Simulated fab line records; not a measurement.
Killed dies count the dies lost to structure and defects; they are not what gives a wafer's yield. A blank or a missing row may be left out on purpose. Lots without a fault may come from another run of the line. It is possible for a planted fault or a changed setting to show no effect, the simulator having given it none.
Which tool is to blame? :: flow n5-finfet :: 24 lots, 72 wafers sampled, at 5 steps of a route of 1938

WHAT THE GAUGES READ, wafer by wafer
N5_BEOL_M3_THK_MEAS_53: measures by xrf. Usual: M3_THK typically reads 40.0 nm, with standard deviation 2.
lot: L074
measured: day 7 09:17
on: film-metro-01
M3_THK (nm): 40.6 41.1 39.1
flag: 

lot: L075
measured: day 7 09:31
on: film-metro-02
M3_THK (nm): 37.6 44.7 39.6
flag: 

lot: L076
measured: day 7 19:35
on: film-metro-01
M3_THK (nm): 38.1 36.1 39.1
flag: 

lot: L077
measured: day 8 07:14
on: film-metro-01
M3_THK (nm): 42.7 41.1 42.0
flag: 

lot: L078
measured: day 8 13:55
on: film-metro-01
M3_THK (nm): 40.9 40.0 44.8
flag: 

lot: L080
measured: day 8 22:59
on: film-metro-02
M3_THK (nm): 41.2 38.8 37.9
flag: 

lot: L079
measured: day 9 00:07
on: film-metro-01
M3_THK (nm): 40.8 41.2 43.3
flag: 

lot: L081
measured: day 9 03:23
on: film-metro-02
M3_THK (nm): 38.2 38.9 40.6
flag: 

lot: L082
measured: day 9 16:38
on: film-metro-01
M3_THK (nm): 36.4 39.4 37.9
flag: 

lot: L083
measured: day 9 20:17
on: film-metro-02
M3_THK (nm): 38.5 39.6 39.2
flag: 

lot: L084
measured: day 9 22:22
on: film-metro-01
M3_THK (nm): 36.9 38.7 39.0
flag: 

lot: L085
measured: day 10 09:14
on: film-metro-01
M3_THK (nm): 42.1 36.8 42.6
flag: 

lot: L086
measured: day 10 12:32
on: film-metro-02
M3_THK (nm): 40.0 41.2 39.0
flag: 

lot: L087
measured: day 11 00:59
on: film-metro-01
M3_THK (nm): 36.1 39.7 40.9
flag: 

lot: L088
measured: day 11 04:11
on: film-metro-02
M3_THK (nm): 39.3 40.1 44.0
flag: 

lot: L090
measured: day 12 10:44
on: film-metro-02
M3_THK (nm): 41.1 42.4 41.4
flag: 

lot: L089
measured: day 11 23:07
on: film-metro-02
M3_THK (nm): 41.4 36.7 41.5
flag: 

lot: L091
measured: day 12 11:43
on: film-metro-02
M3_THK (nm): 42.3 41.2 41.9
flag: 

lot: L092
measured: day 12 11:59
on: film-metro-02
M3_THK (nm): 39.2 38.8 40.5
flag: 

lot: L093
measured: day 12 13:04
on: film-metro-01
M3_THK (nm): 39.5 39.7 42.6
flag: 

lot: L094
measured: day 13 01:53
on: film-metro-01
M3_THK (nm): 38.6 38.6 40.4
flag: 

lot: L095
measured: day 13 07:20
on: film-metro-01
M3_THK (nm): 35.8 39.0 38.1
flag: 

lot: L097
measured: day 13 11:07
on: film-metro-01
M3_THK (nm): 40.8 41.6 40.6
flag: 

lot: L096
measured: day 13 15:23
on: film-metro-02
M3_THK (nm): 40.4 36.3 41.5
flag: 

WHAT TOOL EACH LOT RAN ON (gives the tool, then ch and the chambers of the sampled wafers, and finally the start)
lot: L074
N5_BEOL_M3_ETCHBACK_99: rie-diel-02 ch 2,3, day 7 05:29
N5_BEOL_M3_ANNEAL_80: pvd-sputter-01, day 7 07:02
N5_BEOL_M3_SPUTTER_90: pvd-sputter-01, day 7 07:50
N5_BEOL_M3_ANNEAL_91: pvd-sputter-01, day 7 07:55

lot: L075
N5_BEOL_M3_ETCHBACK_99: rie-diel-06 ch 0,1,2, day 7 05:34
N5_BEOL_M3_ANNEAL_80: pvd-sputter-03, day 7 07:16
N5_BEOL_M3_SPUTTER_90: pvd-sputter-03, day 7 08:04
N5_BEOL_M3_ANNEAL_91: pvd-sputter-03, day 7 08:08

lot: L076
N5_BEOL_M3_ETCHBACK_99: rie-diel-02 ch 1,2,3, day 7 14:51
N5_BEOL_M3_ANNEAL_80: pvd-sputter-03, day 7 17:20
N5_BEOL_M3_SPUTTER_90: pvd-sputter-03, day 7 18:08
N5_BEOL_M3_ANNEAL_91: pvd-sputter-03, day 7 18:13

lot: L077
N5_BEOL_M3_ETCHBACK_99: rie-diel-02 ch 1,2,3, day 8 01:31
N5_BEOL_M3_ANNEAL_80: pvd-sputter-02, day 8 04:51
N5_BEOL_M3_SPUTTER_90: pvd-sputter-02, day 8 05:43
N5_BEOL_M3_ANNEAL_91: pvd-sputter-02, day 8 05:48

lot: L078
N5_BEOL_M3_ETCHBACK_99: rie-diel-02 ch 1,2,3, day 8 06:34
N5_BEOL_M3_ANNEAL_80: pvd-sputter-01, day 8 11:39
N5_BEOL_M3_SPUTTER_90: pvd-sputter-01, day 8 12:27
N5_BEOL_M3_ANNEAL_91: pvd-sputter-01, day 8 12:32

lot: L080
N5_BEOL_M3_ETCHBACK_99: rie-diel-04 ch 0,1, day 8 18:17
N5_BEOL_M3_ANNEAL_80: pvd-sputter-02, day 8 20:10
N5_BEOL_M3_SPUTTER_90: pvd-sputter-02, day 8 20:58
N5_BEOL_M3_ANNEAL_91: pvd-sputter-02, day 8 21:03

lot: L079
N5_BEOL_M3_ETCHBACK_99: rie-diel-06 ch 1,2,3, day 8 18:20
N5_BEOL_M3_ANNEAL_80: pvd-sputter-01, day 8 21:52
N5_BEOL_M3_SPUTTER_90: pvd-sputter-01, day 8 22:40
N5_BEOL_M3_ANNEAL_91: pvd-sputter-01, day 8 22:45

lot: L081
N5_BEOL_M3_ETCHBACK_99: rie-diel-02 ch 2,3, day 8 21:25
N5_BEOL_M3_ANNEAL_80: pvd-sputter-02, day 9 00:49
N5_BEOL_M3_SPUTTER_90: pvd-sputter-02, day 9 01:37
N5_BEOL_M3_ANNEAL_91: pvd-sputter-02, day 9 01:41

lot: L082
N5_BEOL_M3_ETCHBACK_99: rie-diel-02 ch 0,3, day 9 12:44
N5_BEOL_M3_ANNEAL_80: pvd-sputter-03, day 9 14:23
N5_BEOL_M3_SPUTTER_90: pvd-sputter-03, day 9 15:11
N5_BEOL_M3_ANNEAL_91: pvd-sputter-03, day 9 15:16

lot: L083
N5_BEOL_M3_ETCHBACK_99: rie-diel-02 ch 0,1,3, day 9 15:57
N5_BEOL_M3_ANNEAL_80: pvd-sputter-02, day 9 18:02
N5_BEOL_M3_SPUTTER_90: pvd-sputter-02, day 9 18:50
N5_BEOL_M3_ANNEAL_91: pvd-sputter-02, day 9 18:55

lot: L084
N5_BEOL_M3_ETCHBACK_99: rie-diel-06 ch 0,3, day 9 15:59
N5_BEOL_M3_ANNEAL_80: pvd-sputter-02, day 9 19:58
N5_BEOL_M3_SPUTTER_90: pvd-sputter-02, day 9 20:46
N5_BEOL_M3_ANNEAL_91: pvd-sputter-02, day 9 20:50

lot: L085
N5_BEOL_M3_ETCHBACK_99: rie-diel-02 ch 0,1,3, day 10 05:17
N5_BEOL_M3_ANNEAL_80: pvd-sputter-03, day 10 06:59
N5_BEOL_M3_SPUTTER_90: pvd-sputter-03, day 10 07:47
N5_BEOL_M3_ANNEAL_91: pvd-sputter-03, day 10 07:52

lot: L086
N5_BEOL_M3_ETCHBACK_99: rie-diel-06 ch 0,1, day 10 08:16
N5_BEOL_M3_ANNEAL_80: pvd-sputter-02, day 10 10:17
N5_BEOL_M3_SPUTTER_90: pvd-sputter-02, day 10 11:05
N5_BEOL_M3_ANNEAL_91: pvd-sputter-02, day 10 11:10

lot: L087
N5_BEOL_M3_ETCHBACK_99: rie-diel-06 ch 0,1, day 10 18:36
N5_BEOL_M3_ANNEAL_80: pvd-sputter-01, day 10 22:40
N5_BEOL_M3_SPUTTER_90: pvd-sputter-01, day 10 23:28
N5_BEOL_M3_ANNEAL_91: pvd-sputter-01, day 10 23:32

lot: L088
N5_BEOL_M3_ETCHBACK_99: rie-diel-06 ch 0,1,3, day 10 23:47
N5_BEOL_M3_ANNEAL_80: pvd-sputter-01, day 11 01:30
N5_BEOL_M3_SPUTTER_90: pvd-sputter-01, day 11 02:18
N5_BEOL_M3_ANNEAL_91: pvd-sputter-01, day 11 02:23

lot: L090
N5_BEOL_M3_ETCHBACK_99: rie-diel-02 ch 1,3, day 11 05:38
N5_BEOL_M3_ANNEAL_80: pvd-sputter-01, day 11 07:50
N5_BEOL_M3_SPUTTER_90: pvd-sputter-01, day 12 05:22
N5_BEOL_M3_ANNEAL_91: pvd-sputter-01, day 12 05:27

lot: L089
N5_BEOL_M3_ETCHBACK_99: rie-diel-02 ch 0,1,2, day 11 19:23
N5_BEOL_M3_ANNEAL_80: pvd-sputter-03, day 11 20:52
N5_BEOL_M3_SPUTTER_90: pvd-sputter-03, day 11 21:40
N5_BEOL_M3_ANNEAL_91: pvd-sputter-03, day 11 21:45

lot: L091
N5_BEOL_M3_ETCHBACK_99: rie-diel-02 ch 0,2,3, day 12 04:07
N5_BEOL_M3_ANNEAL_80: pvd-sputter-03, day 12 05:38
N5_BEOL_M3_SPUTTER_90: pvd-sputter-03, day 12 06:32
N5_BEOL_M3_ANNEAL_91: pvd-sputter-03, day 12 06:38

lot: L092
N5_BEOL_M3_ETCHBACK_99: rie-diel-04 ch 0,1,3, day 12 04:10
N5_BEOL_M3_ANNEAL_80: pvd-sputter-01, day 12 06:27
N5_BEOL_M3_SPUTTER_90: pvd-sputter-01, day 12 07:15
N5_BEOL_M3_ANNEAL_91: pvd-sputter-01, day 12 07:20

lot: L093
N5_BEOL_M3_ETCHBACK_99: rie-diel-04 ch 1,2, day 12 05:53
N5_BEOL_M3_ANNEAL_80: pvd-sputter-03, day 12 07:55
N5_BEOL_M3_SPUTTER_90: pvd-sputter-03, day 12 08:49
N5_BEOL_M3_ANNEAL_91: pvd-sputter-03, day 12 08:54

lot: L094
N5_BEOL_M3_ETCHBACK_99: rie-diel-06 ch 2,3, day 12 20:03
N5_BEOL_M3_ANNEAL_80: pvd-sputter-01, day 12 22:08
N5_BEOL_M3_SPUTTER_90: pvd-sputter-01, day 12 22:56
N5_BEOL_M3_ANNEAL_91: pvd-sputter-01, day 12 23:01

lot: L095
N5_BEOL_M3_ETCHBACK_99: rie-diel-04 ch 0,3, day 13 01:29
N5_BEOL_M3_ANNEAL_80: pvd-sputter-02, day 13 03:20
N5_BEOL_M3_SPUTTER_90: pvd-sputter-02, day 13 04:08
N5_BEOL_M3_ANNEAL_91: pvd-sputter-02, day 13 04:13

lot: L097
N5_BEOL_M3_ETCHBACK_99: rie-diel-02 ch 0,2,3, day 13 04:33
N5_BEOL_M3_ANNEAL_80: pvd-sputter-01, day 13 08:31
N5_BEOL_M3_SPUTTER_90: pvd-sputter-01, day 13 09:19
N5_BEOL_M3_ANNEAL_91: pvd-sputter-01, day 13 09:24

lot: L096
N5_BEOL_M3_ETCHBACK_99: rie-diel-06 ch 0,1,2, day 13 09:44
N5_BEOL_M3_ANNEAL_80: pvd-sputter-02, day 13 13:08
N5_BEOL_M3_SPUTTER_90: pvd-sputter-02, day 13 13:56
N5_BEOL_M3_ANNEAL_91: pvd-sputter-02, day 13 14:01
- N5_BEOL_M3_ETCHBACK_99: etches SiO2 in CHF3, target depth 5 nm, time 10.4 s.
- N5_BEOL_M3_ANNEAL_80: time 240 s.
- N5_BEOL_M3_SPUTTER_90: material Cu, target thk 4.5 nm, time 8.29 s.
- N5_BEOL_M3_ANNEAL_91: time 240 s.

WHAT THE TOOLS THEMSELVES READ (means of the sampled wafers that have a number; where no wafer has one, the mark that the record gives instead)
N5_BEOL_M3_ETCHBACK_99. Usual: drypump-motor-current-A 5.9 A, standard deviation 0.55; oes-product-au 0.78 a.u., standard deviation 0.1; rf-vpp-V 238 V, standard deviation 6.2; showerhead-plenum-p-Torr 2.15 Torr, standard deviation 0.064; throttle-valve-pct 16.95 %, standard deviation 0.25.
lot: L074
tool: rie-diel-02
drypump-motor-current-A (A): 6.4
oes-product-au (a.u.): 0.72
rf-vpp-V (V): 232
showerhead-plenum-p-Torr (Torr): 2.12
throttle-valve-pct (%): 17.13
flag: 

lot: L075
tool: rie-diel-06
drypump-motor-current-A (A): 5.8
oes-product-au (a.u.): 0.82
rf-vpp-V (V): 240
showerhead-plenum-p-Torr (Torr): 2.18
throttle-valve-pct (%): 17.03
flag: 

lot: L076
tool: rie-diel-02
drypump-motor-current-A (A): 5.9
oes-product-au (a.u.): 0.72
rf-vpp-V (V): 238
showerhead-plenum-p-Torr (Torr): 2.13
throttle-valve-pct (%): 16.99
flag: 

lot: L077
tool: rie-diel-02
drypump-motor-current-A (A): 6.0
oes-product-au (a.u.): 0.71
rf-vpp-V (V): 238
showerhead-plenum-p-Torr (Torr): 2.13
throttle-valve-pct (%): 17.00
flag: 

lot: L078
tool: rie-diel-02
drypump-motor-current-A (A): 5.9
oes-product-au (a.u.): 0.71
rf-vpp-V (V): 237
showerhead-plenum-p-Torr (Torr): 2.13
throttle-valve-pct (%): 17.00
flag: 

lot: L080
tool: rie-diel-04
drypump-motor-current-A (A): 5.9
oes-product-au (a.u.): 0.73
rf-vpp-V (V): 238
showerhead-plenum-p-Torr (Torr): 2.23
throttle-valve-pct (%): 16.92
flag: 

lot: L079
tool: rie-diel-06
drypump-motor-current-A (A): 5.6
oes-product-au (a.u.): 0.81
rf-vpp-V (V): 235
showerhead-plenum-p-Torr (Torr): 2.11
throttle-valve-pct (%): 16.93
flag: 

lot: L081
tool: rie-diel-02
drypump-motor-current-A (A): 6.4
oes-product-au (a.u.): 0.71
rf-vpp-V (V): 231
showerhead-plenum-p-Torr (Torr): 2.12
throttle-valve-pct (%): 17.14
flag: 

lot: L082
tool: rie-diel-02
drypump-motor-current-A (A): 6.4
oes-product-au (a.u.): 0.87
rf-vpp-V (V): 238
showerhead-plenum-p-Torr (Torr): 2.17
throttle-valve-pct (%): 16.78
flag: 

lot: L083
tool: rie-diel-02
drypump-motor-current-A (A): 6.0
oes-product-au (a.u.): 0.78
rf-vpp-V (V): 240
showerhead-plenum-p-Torr (Torr): 2.17
throttle-valve-pct (%): 16.85
flag: 

lot: L084
tool: rie-diel-06
drypump-motor-current-A (A): 5.4
oes-product-au (a.u.): 0.72
rf-vpp-V (V): 239
showerhead-plenum-p-Torr (Torr): 2.09
throttle-valve-pct (%): 17.05
flag: 

lot: L085
tool: rie-diel-02
drypump-motor-current-A (A): 6.0
oes-product-au (a.u.): 0.78
rf-vpp-V (V): 242
showerhead-plenum-p-Torr (Torr): 2.17
throttle-valve-pct (%): 16.84
flag: 

lot: L086
tool: rie-diel-06
drypump-motor-current-A (A): 5.6
oes-product-au (a.u.): 0.78
rf-vpp-V (V): 241
showerhead-plenum-p-Torr (Torr): 2.19
throttle-valve-pct (%): 16.89
flag: 

lot: L087
tool: rie-diel-06
drypump-motor-current-A (A): 5.7
oes-product-au (a.u.): 0.74
rf-vpp-V (V): 244
showerhead-plenum-p-Torr (Torr): 2.20
throttle-valve-pct (%): 17.10
flag: 

lot: L088
tool: rie-diel-06
drypump-motor-current-A (A): 5.5
oes-product-au (a.u.): 0.74
rf-vpp-V (V): 240
showerhead-plenum-p-Torr (Torr): 2.14
throttle-valve-pct (%): 16.98
flag: 

lot: L090
tool: rie-diel-02
drypump-motor-current-A (A): 5.5
oes-product-au (a.u.): 0.68
rf-vpp-V (V): 244
showerhead-plenum-p-Torr (Torr): 2.17
throttle-valve-pct (%): 16.92
flag: 

lot: L089
tool: rie-diel-02
drypump-motor-current-A (A): 5.9
oes-product-au (a.u.): 0.78
rf-vpp-V (V): 240
showerhead-plenum-p-Torr (Torr): 2.14
throttle-valve-pct (%): 16.85
flag: 

lot: L091
tool: rie-diel-02
drypump-motor-current-A (A): 6.4
oes-product-au (a.u.): 0.78
rf-vpp-V (V): 234
showerhead-plenum-p-Torr (Torr): 2.12
throttle-valve-pct (%): 16.98
flag: 

lot: L092
tool: rie-diel-04
drypump-motor-current-A (A): 5.8
oes-product-au (a.u.): 0.80
rf-vpp-V (V): 238
showerhead-plenum-p-Torr (Torr): 2.24
throttle-valve-pct (%): 16.91
flag: 

lot: L093
tool: rie-diel-04
drypump-motor-current-A (A): 5.8
oes-product-au (a.u.): 0.69
rf-vpp-V (V): 240
showerhead-plenum-p-Torr (Torr): 2.20
throttle-valve-pct (%): 16.90
flag: 

lot: L094
tool: rie-diel-06
drypump-motor-current-A (A): 5.8
oes-product-au (a.u.): 0.80
rf-vpp-V (V): 234
showerhead-plenum-p-Torr (Torr): 2.08
throttle-valve-pct (%): 17.16
flag: 

lot: L095
tool: rie-diel-04
drypump-motor-current-A (A): 5.7
oes-product-au (a.u.): 0.88
rf-vpp-V (V): 237
showerhead-plenum-p-Torr (Torr): 2.27
throttle-valve-pct (%): 16.86
flag: 

lot: L097
tool: rie-diel-02
drypump-motor-current-A (A): 6.4
oes-product-au (a.u.): 0.76
rf-vpp-V (V): 234
showerhead-plenum-p-Torr (Torr): 2.12
throttle-valve-pct (%): 17.00
flag: 

lot: L096
tool: rie-diel-06
drypump-motor-current-A (A): 5.8
oes-product-au (a.u.): 0.78
rf-vpp-V (V): 240
showerhead-plenum-p-Torr (Torr): 2.16
throttle-valve-pct (%): 17.09
flag: 

N5_BEOL_M3_ANNEAL_80. Usual: heater-power-w reads 918 W (standard deviation 91).
lot: L074
tool: pvd-sputter-01
heater-power-w (W): 980
flag: 

lot: L075
tool: pvd-sputter-03
heater-power-w (W): 903
flag: 

lot: L076
tool: pvd-sputter-03
heater-power-w (W): 962
flag: 

lot: L077
tool: pvd-sputter-02
heater-power-w (W): 810
flag: 

lot: L078
tool: pvd-sputter-01
heater-power-w (W): 937
flag: 

lot: L080
tool: pvd-sputter-02
heater-power-w (W): 789
flag: 

lot: L079
tool: pvd-sputter-01
heater-power-w (W): 974
flag: 

lot: L081
tool: pvd-sputter-02
heater-power-w (W): 860
flag: 

lot: L082
tool: pvd-sputter-03
heater-power-w (W): 835
flag: 

lot: L083
tool: pvd-sputter-02
heater-power-w (W): 950
flag: 

lot: L084
tool: pvd-sputter-02
heater-power-w (W): 895
flag: 

lot: L085
tool: pvd-sputter-03
heater-power-w (W): 870
flag: 

lot: L086
tool: pvd-sputter-02
heater-power-w (W): 952
flag: 

lot: L087
tool: pvd-sputter-01
heater-power-w (W): 991
flag: 

lot: L088
tool: pvd-sputter-01
heater-power-w (W): 919
flag: 

lot: L090
tool: pvd-sputter-01
heater-power-w (W): 936
flag: 

lot: L089
tool: pvd-sputter-03
heater-power-w (W): 861
flag: 

lot: L091
tool: pvd-sputter-03
heater-power-w (W): 967
flag: 

lot: L092
tool: pvd-sputter-01
heater-power-w (W): 975
flag: 

lot: L093
tool: pvd-sputter-03
heater-power-w (W): 837
flag: 

lot: L094
tool: pvd-sputter-01
heater-power-w (W): 967
flag: 

lot: L095
tool: pvd-sputter-02
heater-power-w (W): 850
flag: 

lot: L097
tool: pvd-sputter-01
heater-power-w (W): 948
flag: 

lot: L096
tool: pvd-sputter-02
heater-power-w (W): 946
flag: 

N5_BEOL_M3_SPUTTER_90. Usual: throttle-valve-pct reads 29.9 % (standard deviation 0.83).
lot: L074
tool: pvd-sputter-01
throttle-valve-pct (%): 29.7
flag: 

lot: L075
tool: pvd-sputter-03
throttle-valve-pct (%): 30.2
flag: 

lot: L076
tool: pvd-sputter-03
throttle-valve-pct (%): 30.5
flag: 

lot: L077
tool: pvd-sputter-02
throttle-valve-pct (%): 29.9
flag: 

lot: L078
tool: pvd-sputter-01
throttle-valve-pct (%): 29.0
flag: 

lot: L080
tool: pvd-sputter-02
throttle-valve-pct (%): 29.9
flag: 

lot: L079
tool: pvd-sputter-01
throttle-valve-pct (%): 29.7
flag: 

lot: L081
tool: pvd-sputter-02
throttle-valve-pct (%): 30.0
flag: 

lot: L082
tool: pvd-sputter-03
throttle-valve-pct (%): 30.2
flag: 

lot: L083
tool: pvd-sputter-02
throttle-valve-pct (%): 29.9
flag: 

lot: L084
tool: pvd-sputter-02
throttle-valve-pct (%): 29.7
flag: 

lot: L085
tool: pvd-sputter-03
throttle-valve-pct (%): 30.0
flag: 

lot: L086
tool: pvd-sputter-02
throttle-valve-pct (%): 29.7
flag: 

lot: L087
tool: pvd-sputter-01
throttle-valve-pct (%): 30.2
flag: 

lot: L088
tool: pvd-sputter-01
throttle-valve-pct (%): 29.3
flag: 

lot: L090
tool: pvd-sputter-01
throttle-valve-pct (%): 29.0
flag: 

lot: L089
tool: pvd-sputter-03
throttle-valve-pct (%): 30.6
flag: 

lot: L091
tool: pvd-sputter-03
throttle-valve-pct (%): 30.7
flag: 

lot: L092
tool: pvd-sputter-01
throttle-valve-pct (%): 29.8
flag: 

lot: L093
tool: pvd-sputter-03
throttle-valve-pct (%): 30.4
flag: 

lot: L094
tool: pvd-sputter-01
throttle-valve-pct (%): 29.8
flag: 

lot: L095
tool: pvd-sputter-02
throttle-valve-pct (%): 30.1
flag: 

lot: L097
tool: pvd-sputter-01
throttle-valve-pct (%): 29.0
flag: 

lot: L096
tool: pvd-sputter-02
throttle-valve-pct (%): 30.0
flag: 

N5_BEOL_M3_ANNEAL_91. Usual: heater-power-w reads 919 W (standard deviation 90).
lot: L074
tool: pvd-sputter-01
heater-power-w (W): 994
flag: 

lot: L075
tool: pvd-sputter-03
heater-power-w (W): 913
flag: 

lot: L076
tool: pvd-sputter-03
heater-power-w (W): 979
flag: 

lot: L077
tool: pvd-sputter-02
heater-power-w (W): 805
flag: 

lot: L078
tool: pvd-sputter-01
heater-power-w (W): 926
flag: 

lot: L080
tool: pvd-sputter-02
heater-power-w (W): 803
flag: 

lot: L079
tool: pvd-sputter-01
heater-power-w (W): 996
flag: 

lot: L081
tool: pvd-sputter-02
heater-power-w (W): 868
flag: 

lot: L082
tool: pvd-sputter-03
heater-power-w (W): 826
flag: 

lot: L083
tool: pvd-sputter-02
heater-power-w (W): 953
flag: 

lot: L084
tool: pvd-sputter-02
heater-power-w (W): 905
flag: 

lot: L085
tool: pvd-sputter-03
heater-power-w (W): 889
flag: 

lot: L086
tool: pvd-sputter-02
heater-power-w (W): 934
flag: 

lot: L087
tool: pvd-sputter-01
heater-power-w (W): 987
flag: 

lot: L088
tool: pvd-sputter-01
heater-power-w (W): 921
flag: 

lot: L090
tool: pvd-sputter-01
heater-power-w (W): 928
flag: 

lot: L089
tool: pvd-sputter-03
heater-power-w (W): 859
flag: 

lot: L091
tool: pvd-sputter-03
heater-power-w (W): 978
flag: 

lot: L092
tool: pvd-sputter-01
heater-power-w (W): 970
flag: 

lot: L093
tool: pvd-sputter-03
heater-power-w (W): 822
flag: 

lot: L094
tool: pvd-sputter-01
heater-power-w (W): 978
flag: 

lot: L095
tool: pvd-sputter-02
heater-power-w (W): 861
flag: 

lot: L097
tool: pvd-sputter-01
heater-power-w (W): 934
flag: 

lot: L096
tool: pvd-sputter-02
heater-power-w (W): 951
flag: 

THE ANSWER, worked out from the rows above alone
Rule: a lot is off if the mean of its wafers that have a number lies more than 3 standard deviations from the usual mean. A lot without any number at a reading at which 4 lots or more have one is off too. The other lots that the step has rows for count as sound. After the gauges, taken in route order, come the tools' own readings; for these a lot's mean is taken, as printed above. The first step at which some lot is off is used, and at that step the reading that is off furthest; a lot without a number counts as furthest.
Nothing can be told from this: no lot is off at any reading shown.

WHAT THE SIMULATOR HAD INSERTED
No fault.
